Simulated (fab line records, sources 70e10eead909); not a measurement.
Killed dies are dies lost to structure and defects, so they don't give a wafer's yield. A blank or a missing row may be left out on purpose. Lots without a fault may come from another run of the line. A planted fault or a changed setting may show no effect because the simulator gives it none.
One fault seen from 2 desks | flow nand_harc | each desk has only its own numbers; what lay behind them comes last

THE TOOL OWNER'S DESK: rie_diel-02
The tool's own readings at NHARC_P_BONDPAD_ETCH_37 (etches the open film in N2/H2, target depth 60 nm, overetch 18 nm, time 65.91 s): means of the sampled wafers that have a number, for each lot that ran on this tool. A lot is out of limits, marked OUT, if its mean lies more than 4 standard deviations from the usual mean; the brackets give that distance.
Columns: A = drypump_motor_current_A at NHARC_P_BONDPAD_ETCH_37, usual 5.9 A; B = oes_product_au at NHARC_P_BONDPAD_ETCH_37, usual 0.997 a.u.; C = rf_vpp_V at NHARC_P_BONDPAD_ETCH_37, usual 429.9 V; D = run_length_s at NHARC_P_BONDPAD_ETCH_37, usual 87.2 s; E = showerhead_plenum_p_Torr at NHARC_P_BONDPAD_ETCH_37, usual 2.02 Torr; F = throttle_valve_pct at NHARC_P_BONDPAD_ETCH_37, usual 14.173 %
lot  | first seen here | A   | B     | C     | D               | E    | F
L714 | day 6 14:49     | 5.8 | 0.991 | 430.2 | 87.3            | 2.03 | 14.174
L713 | day 7 00:20     | 5.8 | 0.991 | 429.6 | 87.2            | 2.03 | 14.172
L718 | day 7 19:35     | 5.8 | 1.010 | 429.3 | 86.7            | 1.96 | 14.170
L719 | day 8 07:13     | 5.9 | 0.994 | 432.5 | 87.9            | 2.10 | 14.176
L722 | day 8 18:55     | 5.9 | 0.992 | 431.0 | 87.2            | 2.03 | 14.170
L727 | day 9 14:11     | 6.0 | 0.998 | 430.9 | 87.2            | 2.03 | 14.165
L725 | day 9 14:56     | 5.9 | 0.994 | 430.2 | 87.0            | 2.03 | 14.165
L723 | day 9 16:06     | 5.9 | 1.003 | 429.2 | 87.0            | 1.96 | 14.174
L726 | day 10 11:07    | 6.0 | 0.996 | 430.3 | 76.8 (-17) OUT  | 2.03 | 14.167
L728 | day 10 15:36    | 5.7 | 0.994 | 429.9 | 81.8 (-8.9) OUT | 2.03 | 14.179
This desk's finding: out of limits on L726, L728; first on L726, day 10 11:07 (run_length_s at NHARC_P_BONDPAD_ETCH_37). In limits: L714, L713, L718, L719, L722, L727, L725, L723.

THE METROLOGY DESK
What the gauges read, lot by lot, whatever tool the lot ran on: means of the sampled wafers that have a number. A lot is out of limits, marked OUT, if its mean lies more than 4 standard deviations from the usual mean; the brackets give that distance.
Columns: A = overlay_x_nm at NHARC_P_BONDPAD_OVL_MEAS_38, usual 0 nm; B = overlay_y_nm at NHARC_P_BONDPAD_OVL_MEAS_38, usual -3 nm
lot  | first seen here | A  | B
L712 | day 6 11:10     | -1 | -1
L714 | day 6 14:36     | -6 | -5
L713 | day 7 00:08     | 6  | -5
L716 | day 7 03:45     | 5  | 2
L715 | day 7 08:43     | 5  | 0
L718 | day 7 19:22     | 3  | -7
L719 | day 8 07:00     | -4 | -2
L720 | day 8 11:55     | 3  | -5
L722 | day 8 18:43     | 1  | -6
L727 | day 9 13:58     | 1  | -7
L725 | day 9 14:43     | 8  | -6
L723 | day 9 15:53     | -2 | -4
L726 | day 10 10:55    | -1 | -6
L728 | day 10 15:23    | -9 | 1
This desk's finding: nothing out of limits on any of the 14 lots.

PUT TOGETHER
The tool owner's desk could have raised an alarm at day 10 11:07, on L726, L728.
The metrology desk saw nothing out of limits.
The metrology desk has L726, L728 on record, within its limits.
Of the lots named, all ran NHARC_P_BONDPAD_ETCH_37 on rie_diel-02.

WHAT THE SIMULATOR HAD PUT IN
Process parameter drift: rie_diel-02, from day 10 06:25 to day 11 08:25, at NHARC_P_BONDPAD_ETCH_37. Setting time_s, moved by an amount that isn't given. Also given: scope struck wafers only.
Lots struck among those shown: L726, L728.
Hours from the fault's start to each desk's first reading out of limits: the tool owner's desk, 5.
